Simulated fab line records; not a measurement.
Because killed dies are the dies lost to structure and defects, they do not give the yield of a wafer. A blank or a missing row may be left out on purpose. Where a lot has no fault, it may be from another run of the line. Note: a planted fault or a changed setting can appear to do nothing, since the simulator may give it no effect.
Matching of chambers    flow n5Finfet    rieDiel-04 running N5_BEOL_M13_ETCH_67: 4 sister chambers
The step etches SiARC in CF4, target depth 143 nm, time 238.3 s. 8 wafers are shown with their chamber, then 11 later ones without.

WAFERS PAIRED WITH THEIR CHAMBERS
wafer   chamber  drypumpMotorCurrentA (A)  showerheadPlenumPTorr (Torr)
L078.5  3        5.0                       2.11
L087.2  3        5.0                       2.10
L087.3  2        6.5                       2.28
L087.5  2        6.5                       2.28
L088.1  1        5.6                       2.13
L088.3  0        6.1                       2.12
L088.5  0        6.2                       2.12
L092.1  1        5.5                       2.13

WAFERS MISSING THEIR CHAMBER
wafer   drypumpMotorCurrentA (A)  showerheadPlenumPTorr (Torr)
L092.2  6.2                       2.12
L092.3  5.0                       2.10
L094.2  5.0                       2.10
L094.4  5.5                       2.13
L094.5  5.0                       2.10
L093.1  5.0                       2.10
L093.4  6.5                       2.27
L093.5  5.0                       2.10
L096.2  5.0                       2.10
L096.3  6.5                       2.27
L096.6  5.5                       2.13

WHICH CHAMBER EACH ONE RAN IN
wafer   from the rows above  in truth
L092.2  0                    0
L092.3  3                    3
L094.2  3                    3
L094.4  1                    1
L094.5  3                    3
L093.1  3                    3
L093.4  2                    2
L093.5  3                    3
L096.2  3                    3
L096.3  2                    2
L096.6  1                    1
Correct placement for 11 of the 11. Can't be placed from these rows: 0. 0 placed wrongly.
How it was worked out, from the rows above alone: a wafer's distance from a chamber is the root of the sum, over the readings, of the square of ((its reading less the chamber's mean) divided by the reading's scatter). If the next closest chamber is less than 2 further off than the closest, the wafer can't be placed; otherwise it belongs to the closest. Each chamber's mean is taken over the wafers shown for it. The scatter: the root of (the sum of the squares of (reading less its chamber's mean) over the shown wafers, divided by (wafers less chambers)).
